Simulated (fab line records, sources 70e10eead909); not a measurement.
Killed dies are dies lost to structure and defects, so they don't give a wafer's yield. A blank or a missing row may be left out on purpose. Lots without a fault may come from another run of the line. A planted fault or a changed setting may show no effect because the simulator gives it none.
fab line records | flow nand_harc
record lots=13 wafers=39 last_day=24
route steps=1159 shown A_M1@1036 A_BONDPAD@1060 END@1159
lots that met no fault: from a run of the same line without faults
start_h: hours from the record's first day to the start of the lot's first wafer shown | wait_h: hours since the lot's step before | " the same as in the row above | L1.1+2: a row that stands for several wafers | - no value, or no start given | * or withheld: withheld | < > ~ a bound
route shown NAME@n: a module of which the file shows steps, and the number in the route of the first | usual: mean/standard deviation of fault-free wafers | same: alike in all rows | chamber/n: place in a boat | sites: the reading at each site | _std_site: their standard deviation | _edge_site: outer sites' mean less inner sites' | radius_mm: how far each site lies from the wafer's centre | mask NAME#n: copy n | behind: the tool/chamber that last shaped the wafer | hold: why the lot was held/for how many hours/how that ended | device: the transistor (n, p or np) that didn't switch | end of line: the same wafers' tests at the end of the route | a step without rows: its recipe alone | killed: dies lost to structure and defects at the first sort, not the wafer's yield | map: a wafer's dies, x killed, . not, _ none there
set.NAME: the setting as run; set.NAME@STEP: as run at that earlier step | model.NAME: the simulator's own value behind a step, which no gauge read
steps of the route over a sample of lots; a table a step, a row a wafer
services: from which hour (start_h, from the record's first day; less than 0 if before it) a tool's chamber was out of use, for how many hours, and why
## steps
# step NHARC_A_M1_CD_MEAS_09
# recipe target_cd_nm=120 landing_energy_ev=500
# usual cd_nm=120.4/0.71
# columns lot.wafer tool chamber start_h wait_h cd_nm
L325.1 cd_sem-01 0 412.12 - 120.6
L325.4 " 0 " " 120.7
L325.6 " 0 " " 121.1
L329.2 cd_sem-03 0 412.85 - 119.6
L329.3 " 0 " " 120.7
L329.6 " 0 " " 120.9
L330.1 cd_sem-03 0 422.85 - 120.6
L330.3 " 0 " " 120.6
L330.5 " 0 " " 121.3
L328.2 cd_sem-03 0 442.25 - 120.7
L328.3 " 0 " " 119.5
L328.6 " 0 " " 120.1
L332.2 cd_sem-01 0 448.12 - 120.6
L332.3 " 0 " " 119.6
L332.5 " 0 " " 120.0
L333.1 cd_sem-03 0 464.45 - 121.1
L333.5 " 0 " " 121.4
L333.6 " 0 " " 120.7
L334.2 cd_sem-02 0 473.18 - 120.6
L334.3 " 0 " " 120.4
L334.5 " 0 " " 120.4
L336.3 cd_sem-01 0 476.14 - 119.9
L336.5 " 0 " " 121.7
L336.6 " 0 " " 121.3
L343.3 cd_sem-03 0 501.46 - 119.8
L343.4 " 0 " " 121.2
L343.5 " 0 " " 120.1
L341.1 cd_sem-03 0 501.61 - 120.5
L341.3 " 0 " " 120.8
L341.4 " 0 " " 121.4
L345.2 cd_sem-03 0 515.30 - 119.4
L345.3 " 0 " " 120.3
L345.5 " 0 " " 119.4
L346.1 cd_sem-02 0 524.22 - 120.6
L346.3 " 0 " " 119.9
L346.4 " 0 " " 119.1
L347.2 cd_sem-01 0 532.99 - 120.2
L347.3 " 0 " " 120.4
L347.6 " 0 " " 121.3
# step NHARC_A_M1_ANNEAL_31
# recipe temp_c=225 time_s=90
# usual wafer_temp_C_max=226.08/0.25
# columns lot.wafer tool chamber start_h wait_h wafer_temp_C_max
L325.1 rtp_anneal-01 0 414.67 0.5 226.47
L325.4 " 0 " " 226.32
L325.6 " 0 " " 225.69
L329.2 rtp_anneal-01 0 415.04 0.5 226.14
L329.3 " 0 " " 226.43
L329.6 " 0 " " 226.16
L330.1 rtp_anneal-02 0 424.86 0.3 226.30
L330.3 " 0 " " 226.08
L330.5 " 0 " " 226.24
L328.2 rtp_anneal-02 0 444.29 0.4 226.12
L328.3 " 0 " " 226.37
L328.6 " 0 " " 225.98
L332.2 rtp_anneal-02 0 450.14 0.4 226.00
L332.3 " 0 " " 225.64
L332.5 " 0 " " 226.35
L333.1 rtp_anneal-02 0 466.94 - 226.30
L333.5 " 0 " " 226.08
L333.6 " 0 " " 226.14
L334.2 rtp_anneal-01 0 475.23 - 225.82
L334.3 " 0 " " 225.84
L334.5 " 0 " " 225.70
L336.3 rtp_anneal-02 0 478.34 0.3 226.10
L336.5 " 0 " " 226.36
L336.6 " 0 " " 226.23
L343.3 rtp_anneal-02 0 503.62 - 225.96
L343.4 " 0 " " 226.16
L343.5 " 0 " " 225.93
L341.1 rtp_anneal-02 0 503.84 0.3 226.04
L341.3 " 0 " " 225.58
L341.4 " 0 " " 226.30
L345.2 rtp_anneal-01 0 517.30 - 226.36
L345.3 " 0 " " 226.26
L345.5 " 0 " " 226.63
L346.1 rtp_anneal-01 0 526.19 0.3 226.33
L346.3 " 0 " " 225.64
L346.4 " 0 " " 225.84
L347.2 rtp_anneal-02 0 535.03 0.3 226.00
L347.3 " 0 " " 226.27
L347.6 " 0 " " 225.59
# step NHARC_A_M1_DEP_33
# recipe target_thk_a=300 temp_c=370 target_thk_nm=30 pressure_torr=3 flow_sccm=200 rf_w=450 material=SiCN
# usual chamber_pressure_Torr=3.001/0.0067 heater_power_outer_w=327/42 heater_power_w=563/71
# columns lot.wafer tool chamber start_h wait_h chamber_pressure_Torr heater_power_outer_w heater_power_w
L329.3 pecvd-02 1 416.30 0.1 3.003 276 430
L329.2 " 2 " " 3.004 337 555
L329.6 " 1 " " 2.999 272 446
L325.1 pecvd-04 0 416.35 0.1 3.001 306 536
L325.6 " 2 " " 3.001 262 451
L325.4 " 0 " " 2.994 316 551
L330.3 pecvd-04 1 425.91 0.1 3.003 400 657
L330.1 " 2 " " 2.993 343 571
L330.5 " 1 " " 2.996 402 681
L328.3 pecvd-04 1 445.25 0.1 3.004 375 662
L328.2 " 2 " " 2.992 313 525
L328.6 " 0 " " 2.998 319 589
L332.2 pecvd-02 0 451.10 0.1 3.010 311 517
L332.3 " 1 " " 2.996 277 435
L332.5 " 0 " " 3.001 310 524
L333.1 pecvd-04 1 467.95 0.1 2.998 350 610
L333.6 " 1 " " 2.999 350 626
L333.5 " 2 " " 3.004 288 493
L334.2 pecvd-02 0 476.25 0.1 2.998 264 468
L334.3 " 2 " " 3.003 336 563
L334.5 " 0 " " 3.012 260 450
L336.3 pecvd-02 1 479.27 0.1 3.011 230 396
L336.6 " 1 " " 3.003 236 395
L336.5 " 2 " " 3.001 332 544
L343.3 pecvd-04 2 504.48 0.1 - - -
L343.4 " 0 " " - - -
L343.5 " 1 " " - - -
L341.3 pecvd-04 2 504.83 0.1 - - -
L341.1 " 0 " " - - -
L341.4 " 0 " " - - -
L345.3 pecvd-04 0 518.22 0.1 2.990 301 534
L345.2 " 2 " " 2.996 311 529
L345.5 " 0 " " 2.986 303 540
L346.3 pecvd-02 2 528.12 0.1 3.004 269 473
L346.1 " 0 " " 3.005 324 559
L346.4 " 2 " " 3.005 276 478
L347.3 pecvd-04 1 535.97 0.1 2.998 400 673
L347.2 " 0 " " 2.999 347 582
L347.6 " 0 " " 2.999 347 599
# step NHARC_A_BONDPAD_CMP_29
# recipe target_thk_nm=200 material=SiCN
# usual edge_zone_pressure_frac=1.000/0.0048 motor_current_A=11.7/1.2
# columns lot.wafer tool chamber start_h wait_h edge_zone_pressure_frac motor_current_A
L325.4 cmp-01 3 417.41 0.3 1.000 10.0
L325.1 " 1 " " 1.001 12.5
L325.6 " 2 " " 1.000 13.8
L329.2 cmp-02 1 417.42 - 0.999 11.4
L329.3 " 3 " " 0.997 11.3
L329.6 " 1 " " 1.001 11.1
L330.1 cmp-02 3 427.05 0.5 0.999 11.2
L330.3 " 0 " " 1.003 11.1
L330.5 " 0 " " 0.994 11.1
L328.3 cmp-03 2 446.21 - 1.005 11.9
L328.2 " 0 " " 1.000 10.9
L328.6 " 3 " " 1.002 12.4
L332.3 cmp-01 0 452.06 - 1.003 13.9
L332.2 " 1 " " 1.003 11.9
L332.5 " 0 " " 0.998 13.7
L333.1 cmp-03 3 469.05 - 1.007 12.9
L333.5 " 3 " " 1.011 12.2
L333.6 " 0 " " 0.996 11.1
L334.3 cmp-02 0 477.22 - 1.000 11.5
L334.2 " 1 " " 0.999 10.8
L334.5 " 0 " " 1.003 11.5
L336.3 cmp-01 0 480.21 - 1.002 14.0
L336.6 " 3 " " 0.996 9.7
L336.5 " 0 " " 0.993 13.6
L343.4 cmp-02 2 505.56 - 1.008 10.9
L343.3 " 3 " " 1.003 11.4
L343.5 " 1 " " 1.004 11.5
L341.4 cmp-03 3 505.81 - 1.004 12.3
L341.1 " 0 " " 0.998 10.3
L341.3 " 1 " " 1.004 11.1
L345.2 cmp-02 3 519.31 - 0.999 11.4
L345.3 " 0 " " 0.988 11.4
L345.5 " 1 " " 1.002 10.7
L346.1 cmp-01 2 529.07 - 0.995 14.0
L346.4 " 3 " " 1.003 10.1
L346.3 " 0 " " 0.992 14.4
L347.3 cmp-01 2 536.94 - 0.998 14.1
L347.2 " 1 " " 0.999 12.2
L347.6 " 2 " " 0.997 14.0
# step NHARC_END_SORT_01
# recipe temp_c=25
# usual defect_limited_yield=95.2/1.6 killed_at_array=29/11 killed_at_other=0.5/0.89 killed_at_periphery=3.3/2 killed_dies=32/11 killed_open=3.1/1.9 killed_short=2.3/1.6 sort_bin_2_pct=1.5/0.71 sort_bin_3_pct=0.30/0.22 sort_bin_4_pct=3.0/1.1 sort_n_pass=645/11 sort_rim_yield_pct=97.3/1.8 sort_yield_pct=95.2/1.6
# same gross_dies=677 sort_bin_5_pct[%]=0 sort_bin_6_pct[%]=0 sort_bin_7_pct[%]=0 sort_bin_8_pct[%]=0 sort_rim_n_gross=106.00
# columns lot.wafer tool chamber start_h wait_h defect_limited_yield[%] killed_at_array killed_at_other killed_at_periphery killed_dies killed_open killed_short sort_bin_2_pct[%] sort_bin_3_pct[%] sort_bin_4_pct[%] sort_n_pass sort_rim_yield_pct[%] sort_yield_pct[%]
L325.1 prober-02 0 451.51 2.5 95.6 30 0 0 30 2 0 1.0 0.44 3.0 647 99.1 95.6
L325.4 prober-02 0 453.89 3.4 95.1 32 0 1 33 3 2 1.8 0.44 2.7 644 98.1 95.1
L325.6 prober-02 0 455.47 4.0 95.0 28 0 6 34 3 4 1.6 0.44 3.0 643 97.2 95.0
L329.2 prober-01 0 457.43 2.8 97.3 12 1 5 18 1 4 0.6 0 2.1 659 97.2 97.3
L329.3 prober-01 0 458.24 3.1 97.5 11 2 4 17 1 2 0.6 0.30 1.6 660 99.1 97.5
L329.6 prober-01 0 460.65 4.0 97.5 17 0 0 17 3 3 0.7 0.30 1.5 660 99.1 97.5
L330.1 prober-02 0 460.93 2.5 96.6 15 1 7 23 3 4 0.7 0.30 2.4 654 100.0 96.6
L330.3 prober-02 0 462.50 3.1 97.6 12 0 4 16 3 1 0.4 0.15 1.8 661 98.1 97.6
L330.5 prober-02 0 464.08 3.7 98.1 9 1 3 13 2 2 0.1 0.30 1.5 664 99.1 98.1
L328.2 prober-01 0 479.19 2.8 95.0 31 1 2 34 3 1 1.6 0.59 2.8 643 97.2 95.0
L328.3 prober-01 0 479.99 3.1 94.5 32 0 5 37 1 1 2.4 0.30 2.8 640 97.2 94.5
L328.6 prober-01 0 482.41 4.0 93.5 40 3 1 44 1 4 1.8 0.44 4.3 633 97.2 93.5
L332.2 prober-02 0 487.02 2.8 95.7 27 1 1 29 2 4 1.0 0.44 2.8 648 97.2 95.7
L332.3 prober-02 0 487.82 3.1 95.3 29 2 1 32 2 2 1.6 0.30 2.8 645 99.1 95.3
L332.5 prober-02 0 489.42 3.7 94.7 34 0 2 36 4 2 1.6 0.15 3.5 641 95.3 94.7
L333.1 prober-01 0 501.60 2.5 96.9 13 1 7 21 3 2 0.9 0 2.2 656 95.3 96.9
L333.5 prober-01 0 504.79 3.7 96.6 16 2 5 23 8 3 0.9 0 2.5 654 97.2 96.6
L333.6 prober-01 0 505.59 4.0 97.3 15 0 3 18 4 5 0.6 0.15 1.9 659 98.1 97.3
L334.2 prober-02 0 511.87 2.8 95.6 30 0 0 30 0 0 1.8 0.44 2.2 647 99.1 95.6
L334.3 prober-02 0 512.67 3.1 95.7 29 0 0 29 2 4 1.6 0.15 2.5 648 97.2 95.7
L334.5 prober-02 0 514.26 3.7 95.1 30 0 3 33 5 3 1.8 0.44 2.7 644 99.1 95.1
L336.3 prober-01 0 512.68 3.1 97.2 18 0 1 19 4 1 0.4 0.15 2.2 658 95.3 97.2
L336.5 prober-01 0 514.28 3.7 96.9 17 1 3 21 5 2 1.3 0.15 1.6 656 99.1 96.9
L336.6 prober-01 0 515.08 4.0 96.3 22 1 2 25 2 6 0.6 0 3.1 652 96.2 96.3
L343.3 prober-02 0 548.21 3.1 93.1 44 1 2 47 3 3 3.1 0 3.8 630 99.1 93.1
L343.4 prober-02 0 549.00 3.4 91.4 54 0 4 58 7 1 3.8 0.30 4.4 619 96.2 91.4
L343.5 prober-02 0 549.79 3.7 91.3 57 0 2 59 9 1 1.6 0.30 6.8 618 95.3 91.3
L341.1 prober-01 0 554.27 2.5 96.6 18 0 5 23 4 3 0.7 0.44 2.2 654 96.2 96.6
L341.3 prober-01 0 555.88 3.1 96.3 16 0 9 25 3 4 1.3 0.30 2.1 652 95.3 96.3
L341.4 prober-01 0 556.69 3.4 97.2 16 0 3 19 2 5 0.4 0.44 1.9 658 96.2 97.2
L345.2 prober-02 0 555.12 2.8 94.2 35 0 4 39 3 3 1.6 0.30 3.8 638 98.1 94.2
L345.3 prober-02 0 555.92 3.1 94.5 33 0 4 37 2 2 1.3 0.15 4.0 640 98.1 94.5
L345.5 prober-02 0 557.51 3.7 96.9 20 0 1 21 0 0 1.5 0.30 1.3 656 99.1 96.9
L346.1 prober-01 0 562.03 2.4 94.2 33 0 6 39 4 1 0.9 0.15 4.7 638 95.3 94.2
L346.3 prober-01 0 563.62 3.1 95.1 28 0 5 33 0 0 1.5 0 3.4 644 98.1 95.1
L346.4 prober-01 0 564.42 3.4 93.9 34 0 7 41 2 2 1.8 0 4.3 636 94.3 93.9
L347.2 prober-02 0 566.66 2.8 93.9 35 1 5 41 6 3 1.9 0.30 3.8 636 98.1 93.9
L347.3 prober-02 0 567.45 3.1 92.6 44 1 5 50 4 3 3.2 0.44 3.7 627 92.5 92.6
L347.6 prober-02 0 569.84 4.0 93.6 34 6 3 43 2 0 2.2 0 4.1 634 98.1 93.6
# killed by level:class
L325.1 A_CHANNEL_HOLE_D1:chamber_film_flake=14 A_SLIT:chamber_film_flake=6 A_CONTACT:chamber_film_flake=5 A_CHANNEL_FILL_D1:geometric_particle:open=1 A_WL_FILL:geometric_particle:open=1 A_ZERO_WELL:chamber_film_flake=1 A_CHANNEL_FILL_D1:chamber_film_flake=1 A_STAIRCASE:chamber_film_flake=1
L325.4 A_CHANNEL_HOLE_D1:chamber_film_flake=15 A_SLIT:chamber_film_flake=7 A_CONTACT:chamber_film_flake=3 A_CHANNEL_FILL_D1:geometric_particle:short=1 A_SLIT:geometric_particle:open=1 A_WL_FILL:geometric_particle:short=1 A_CONTACT:geometric_particle:open=1 A_M1:geometric_particle:open=1
L325.6 A_CHANNEL_HOLE_D1:chamber_film_flake=14 A_SLIT:chamber_film_flake=8 P_M1:geometric_particle:short=2 A_STAIRCASE:chamber_film_flake=2 P_CONTACT:geometric_particle:short=1 P_M1:geometric_particle:open=1 A_WL_FILL:geometric_particle:short=1 A_WL_FILL:geometric_particle:open=1
L329.2 A_WL_FILL:chamber_film_flake=6 P_M2:geometric_particle:short=2 A_WL_FILL:geometric_particle:short=2 A_STAIRCASE:chamber_film_flake=2 A_WL_FILL:geometric_particle:open=1 P_ZERO_WELL:chamber_film_flake=1 P_STI:chamber_film_flake=1 P_GATE:chamber_film_flake=1
L329.3 A_CHANNEL_HOLE_D1:chamber_film_flake=4 P_ZERO_WELL:chamber_film_flake=3 A_CONTACT:chamber_film_flake=2 THIN_TSV:chamber_film_flake=2 A_SGD_CUT:geometric_particle:short=1 A_CONTACT:geometric_particle:open=1 A_CONTACT:geometric_particle:short=1 P_GATE:chamber_film_flake=1
L329.6 A_WL_FILL:chamber_film_flake=4 A_CHANNEL_HOLE_D1:chamber_film_flake=3 A_WL_FILL:geometric_particle:short=2 A_CONTACT:geometric_particle:open=2 A_CONTACT:chamber_film_flake=2 A_SOURCE_PLATE:geometric_particle:open=1 A_BLC:geometric_particle:short=1 A_STAIRCASE:chamber_film_flake=1
L330.1 P_BONDPAD:chamber_film_flake=3 A_CHANNEL_HOLE_D1:chamber_film_flake=3 A_STAIRCASE:chamber_film_flake=3 A_M0:geometric_particle:short=2 A_ZERO_WELL:chamber_film_flake=2 P_GATE:geometric_particle:short=1 P_M0:geometric_particle:short=1 A_CHANNEL_FILL_D1:geometric_particle:open=1
L330.3 A_CHANNEL_HOLE_D1:chamber_film_flake=5 P_ZERO_WELL:chamber_film_flake=3 A_STAIRCASE:chamber_film_flake=2 A_CHANNEL_HOLE_D1:geometric_particle:open=1 A_CHANNEL_FILL_D1:geometric_particle:open=1 A_CHANNEL_FILL_D1:geometric_particle:short=1 A_M0:geometric_particle:open=1 P_BONDPAD:chamber_film_flake=1
L330.5 A_CHANNEL_HOLE_D1:chamber_film_flake=4 P_GATE:geometric_particle:short=1 A_WL_FILL:geometric_particle:short=1 A_M1:geometric_particle:open=1 STARTING-WAFER:geometric_particle:open=1 P_STI:chamber_film_flake=1 P_M1:chamber_film_flake=1 A_CHANNEL_FILL_D1:chamber_film_flake=1
L328.2 A_CHANNEL_HOLE_D1:chamber_film_flake=13 A_SLIT:chamber_film_flake=8 A_STAIRCASE:chamber_film_flake=4 P_STI:geometric_particle:open=1 P_M0:geometric_particle:open=1 A_SGD_CUT:geometric_particle:short=1 A_BLC:geometric_particle:open=1 A_CHANNEL_FILL_D1:chamber_film_flake=1
L328.3 A_CHANNEL_HOLE_D1:chamber_film_flake=16 A_SLIT:chamber_film_flake=9 A_STAIRCASE:chamber_film_flake=4 P_M0:chamber_film_flake=3 P_CONTACT:geometric_particle:open=1 A_SOURCE_PLATE:geometric_particle:short=1 P_CONTACT:chamber_film_flake=1 A_WL_FILL:chamber_film_flake=1
L328.6 A_CHANNEL_HOLE_D1:chamber_film_flake=16 A_SLIT:chamber_film_flake=9 A_STAIRCASE:chamber_film_flake=4 A_CONTACT:chamber_film_flake=3 THIN_TSV:chamber_film_flake=3 A_WL_FILL:chamber_film_flake=2 P_GATE:geometric_particle:short=1 A_CHANNEL_HOLE_D1:geometric_particle:open=1
L332.2 A_CHANNEL_HOLE_D1:chamber_film_flake=16 A_CONTACT:chamber_film_flake=3 A_CONTACT:geometric_particle:short=2 A_WL_FILL:chamber_film_flake=2 A_SOURCE_PLATE:geometric_particle:short=1 A_SOURCE_PLATE:geometric_particle:open=1 A_ONON_D1:geometric_particle:short=1 A_CHANNEL_HOLE_D1:geometric_particle:open=1
L332.3 A_CHANNEL_HOLE_D1:chamber_film_flake=18 A_WL_FILL:chamber_film_flake=3 A_CONTACT:chamber_film_flake=3 A_WL_FILL:geometric_particle:short=2 A_STAIRCASE:chamber_film_flake=2 THIN_TSV:chamber_film_flake=2 P_M0:geometric_particle:open=1 A_CONTACT:geometric_particle:open=1
L332.5 A_CHANNEL_HOLE_D1:chamber_film_flake=24 A_CONTACT:chamber_film_flake=3 A_CONTACT:geometric_particle:open=2 A_WL_FILL:chamber_film_flake=2 P_STI:geometric_particle:open=1 P_M2:geometric_particle:open=1 A_ONON_D1:geometric_particle:short=1 A_WL_FILL:geometric_particle:short=1
L333.1 A_CONTACT:chamber_film_flake=5 P_M2:chamber_film_flake=4 A_BLC:geometric_particle:open=2 P_STI:chamber_film_flake=2 A_STAIRCASE:chamber_film_flake=2 A_WL_FILL:geometric_particle:open=1 A_CONTACT:geometric_particle:short=1 A_M1:geometric_particle:short=1
L333.5 A_CHANNEL_HOLE_D1:chamber_film_flake=3 A_CONTACT:chamber_film_flake=3 A_WL_FILL:geometric_particle:short=2 P_CONTACT:chamber_film_flake=2 P_M2:chamber_film_flake=2 THIN_TSV:chamber_film_flake=2 P_M0:geometric_particle:open=1 A_ONON_D1:geometric_particle:open=1
L333.6 A_CHANNEL_HOLE_D1:chamber_film_flake=3 A_CONTACT:chamber_film_flake=2 P_M2:chamber_film_flake=2 P_M0:geometric_particle:open=1 A_ONON_D1:geometric_particle:short=1 A_CHANNEL_HOLE_D1:geometric_particle:short=1 A_CHANNEL_FILL_D1:geometric_particle:open=1 A_WL_FILL:geometric_particle:short=1
L334.2 A_CHANNEL_HOLE_D1:chamber_film_flake=21 A_CONTACT:chamber_film_flake=4 A_STAIRCASE:chamber_film_flake=2 A_WL_FILL:chamber_film_flake=2 A_BONDPAD:chamber_film_flake=1
L334.3 A_CHANNEL_HOLE_D1:chamber_film_flake=19 A_ONON_D1:geometric_particle:short=1 A_CHANNEL_HOLE_D1:geometric_particle:short=1 A_CHANNEL_FILL_D1:geometric_particle:short=1 A_WL_FILL:geometric_particle:short=1 A_WL_FILL:geometric_particle:open=1 A_M0:geometric_particle:open=1 A_M0:chamber_film_flake=1
L336.3 A_CONTACT:chamber_film_flake=5 A_CHANNEL_FILL_D1:chamber_film_flake=4 A_CHANNEL_HOLE_D1:chamber_film_flake=3 A_ONON_D1:geometric_particle:open=1 A_CHANNEL_FILL_D1:geometric_particle:short=1 A_CHANNEL_FILL_D1:geometric_particle:open=1 A_CONTACT:geometric_particle:open=1 A_BLC:geometric_particle:open=1
L334.5 A_CHANNEL_HOLE_D1:chamber_film_flake=19 A_WL_FILL:chamber_film_flake=3 A_BLC:geometric_particle:open=2 A_CONTACT:chamber_film_flake=2 P_GATE:geometric_particle:open=1 P_M0:geometric_particle:open=1 A_ONON_D1:geometric_particle:open=1 A_CHANNEL_HOLE_D1:geometric_particle:short=1
L336.5 A_CHANNEL_HOLE_D1:chamber_film_flake=5 A_CONTACT:chamber_film_flake=4 A_M0:geometric_particle:open=3 P_ZERO_WELL:chamber_film_flake=3 A_CHANNEL_HOLE_D1:geometric_particle:open=1 A_STAIRCASE:geometric_particle:short=1 A_CONTACT:geometric_particle:open=1 STARTING-WAFER:geometric_particle:short=1
L336.6 A_CHANNEL_HOLE_D1:chamber_film_flake=7 A_CONTACT:chamber_film_flake=6 A_CHANNEL_FILL_D1:chamber_film_flake=3 P_STI:geometric_particle:short=1 P_M0:geometric_particle:open=1 A_CHANNEL_HOLE_D1:geometric_particle:short=1 A_STAIRCASE:geometric_particle:short=1 A_SGD_CUT:geometric_particle:short=1
L343.3 A_CHANNEL_HOLE_D1:chamber_film_flake=20 A_SLIT:chamber_film_flake=15 A_STAIRCASE:chamber_film_flake=3 A_CHANNEL_FILL_D1:geometric_particle:open=2 A_CONTACT:chamber_film_flake=2 P_STI:geometric_particle:short=1 A_SGD_CUT:geometric_particle:short=1 A_WL_FILL:geometric_particle:short=1
L343.4 A_CHANNEL_HOLE_D1:chamber_film_flake=24 A_SLIT:chamber_film_flake=18 A_STAIRCASE:chamber_film_flake=5 P_M0:geometric_particle:open=2 A_CONTACT:geometric_particle:open=2 A_WL_FILL:chamber_film_flake=2 P_GATE:geometric_particle:open=1 P_CONTACT:geometric_particle:open=1
L343.5 A_CHANNEL_HOLE_D1:chamber_film_flake=24 A_SLIT:chamber_film_flake=15 A_STAIRCASE:chamber_film_flake=7 A_WL_FILL:geometric_particle:open=2 A_CONTACT:geometric_particle:open=2 A_M0:geometric_particle:open=2 P_CONTACT:geometric_particle:open=1 A_ONON_D1:geometric_particle:short=1
L341.1 A_CHANNEL_HOLE_D1:chamber_film_flake=7 P_ZERO_WELL:chamber_film_flake=3 A_STAIRCASE:chamber_film_flake=3 A_CONTACT:geometric_particle:open=2 A_M1:chamber_film_flake=2 P_GATE:geometric_particle:open=1 A_CHANNEL_HOLE_D1:geometric_particle:open=1 A_SLIT:geometric_particle:short=1
L345.2 A_CHANNEL_HOLE_D1:chamber_film_flake=21 A_CONTACT:chamber_film_flake=6 P_STI:chamber_film_flake=3 A_CHANNEL_FILL_D1:geometric_particle:short=2 A_STAIRCASE:chamber_film_flake=2 P_M0:geometric_particle:open=1 A_CHANNEL_FILL_D1:geometric_particle:open=1 A_WL_FILL:geometric_particle:short=1
L341.3 A_CHANNEL_HOLE_D1:chamber_film_flake=6 P_ZERO_WELL:chamber_film_flake=4 A_WL_FILL:geometric_particle:short=3 A_M1:chamber_film_flake=3 A_CONTACT:geometric_particle:open=2 P_STI:chamber_film_flake=2 P_GATE:chamber_film_flake=2 P_M0:geometric_particle:short=1
L345.3 A_CHANNEL_HOLE_D1:chamber_film_flake=23 A_CONTACT:chamber_film_flake=7 P_GATE:chamber_film_flake=2 P_ZERO_WELL:geometric_particle:short=1 P_GATE:geometric_particle:open=1 A_SOURCE_PLATE:geometric_particle:open=1 A_CONTACT:geometric_particle:short=1 A_STAIRCASE:chamber_film_flake=1
L341.4 A_CHANNEL_HOLE_D1:chamber_film_flake=7 A_STAIRCASE:chamber_film_flake=3 A_WL_FILL:geometric_particle:short=2 P_GATE:geometric_particle:short=1 P_M0:geometric_particle:open=1 A_CONTACT:geometric_particle:short=1 A_BLC:geometric_particle:short=1 A_BLC:geometric_particle:open=1
L345.5 A_CHANNEL_HOLE_D1:chamber_film_flake=17 A_CONTACT:chamber_film_flake=3 P_STI:chamber_film_flake=1
L346.1 A_SLIT:chamber_film_flake=19 A_CHANNEL_HOLE_D1:chamber_film_flake=6 P_ZERO_WELL:chamber_film_flake=3 A_CONTACT:geometric_particle:open=2 A_STAIRCASE:chamber_film_flake=2 A_CONTACT:chamber_film_flake=2 P_GATE:geometric_particle:open=1 A_WL_FILL:geometric_particle:short=1
L346.3 A_SLIT:chamber_film_flake=15 A_CHANNEL_HOLE_D1:chamber_film_flake=6 P_ZERO_WELL:chamber_film_flake=4 A_STAIRCASE:chamber_film_flake=4 A_CONTACT:chamber_film_flake=3 P_M1:chamber_film_flake=1
L346.4 A_SLIT:chamber_film_flake=18 A_CHANNEL_HOLE_D1:chamber_film_flake=9 P_ZERO_WELL:chamber_film_flake=5 A_STAIRCASE:chamber_film_flake=2 P_M0:geometric_particle:open=1 A_ONON_D1:geometric_particle:short=1 A_CHANNEL_FILL_D1:geometric_particle:short=1 A_M0:geometric_particle:open=1
L347.2 A_SLIT:chamber_film_flake=13 A_CHANNEL_HOLE_D1:chamber_film_flake=9 A_STAIRCASE:chamber_film_flake=5 A_CONTACT:geometric_particle:open=2 P_STI:chamber_film_flake=2 P_GATE:geometric_particle:open=1 P_M1:geometric_particle:short=1 A_ONON_D1:geometric_particle:short=1
L347.3 A_STAIRCASE:chamber_film_flake=16 A_SLIT:chamber_film_flake=14 A_CHANNEL_HOLE_D1:chamber_film_flake=8 A_BLC:geometric_particle:open=2 P_GATE:chamber_film_flake=2 P_M1:chamber_film_flake=2 P_GATE:geometric_particle:short=1 A_ONON_D1:geometric_particle:short=1
L347.6 A_SLIT:chamber_film_flake=14 A_STAIRCASE:chamber_film_flake=9 A_CHANNEL_HOLE_D1:chamber_film_flake=6 THIN_TSV:chamber_film_flake=5 P_M1:chamber_film_flake=2 A_CONTACT:chamber_film_flake=2 A_CONTACT:geometric_particle:open=1 STARTING-WAFER:geometric_particle:open=1
## services
# columns tool chamber start_h hours kind
pecvd-02 1 419.08 12.6 repair
cmp-02 - 422.73 4.0 pm
cmp-02 - 426.73 - consumable_replace:conditioner
cmp-02 - 426.73 - consumable_replace:pad
cmp-01 - 430.68 1.3 repair
cmp-03 - 451.70 4.0 pm
cmp-03 - 455.70 - consumable_replace:conditioner
cmp-03 - 455.70 - consumable_replace:pad
cmp-01 - 459.42 0.4 repair
pecvd-04 0 466.14 5.1 repair
cmp-01 - 482.73 4.0 pm
cmp-01 - 486.73 - consumable_replace:conditioner
cmp-01 - 486.73 - consumable_replace:pad
pecvd-02 - 515.00 13.0 pm
pecvd-02 0 515.00 13.0 vent_cycle
pecvd-02 1 515.00 13.0 vent_cycle
pecvd-02 2 515.00 13.0 vent_cycle
cmp-03 - 516.31 12.8 repair
cmp-02 - 520.85 4.0 pm
cmp-02 - 524.85 - consumable_replace:conditioner
cmp-02 - 524.85 - consumable_replace:pad
pecvd-02 0 528.00 - clean
pecvd-02 1 528.00 - clean
pecvd-02 2 528.00 - clean
## key
first_sign step=NHARC_A_M1_DEP_33 reading=tool_record direction=missing
effect none on later readings
met_at NHARC_A_M1_DEP_33
struck_lots L341,L343
not_acting_at NHARC_A_M1_CD_MEAS_09,NHARC_A_M1_ANNEAL_31,NHARC_A_BONDPAD_CMP_29
onset_between 467.95 504.48
fault kind=skipped_step_whole tool=pecvd-04 chamber=- onset_h=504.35 steps=NHARC_A_M1_DEP_33 scope=struck_lots_only
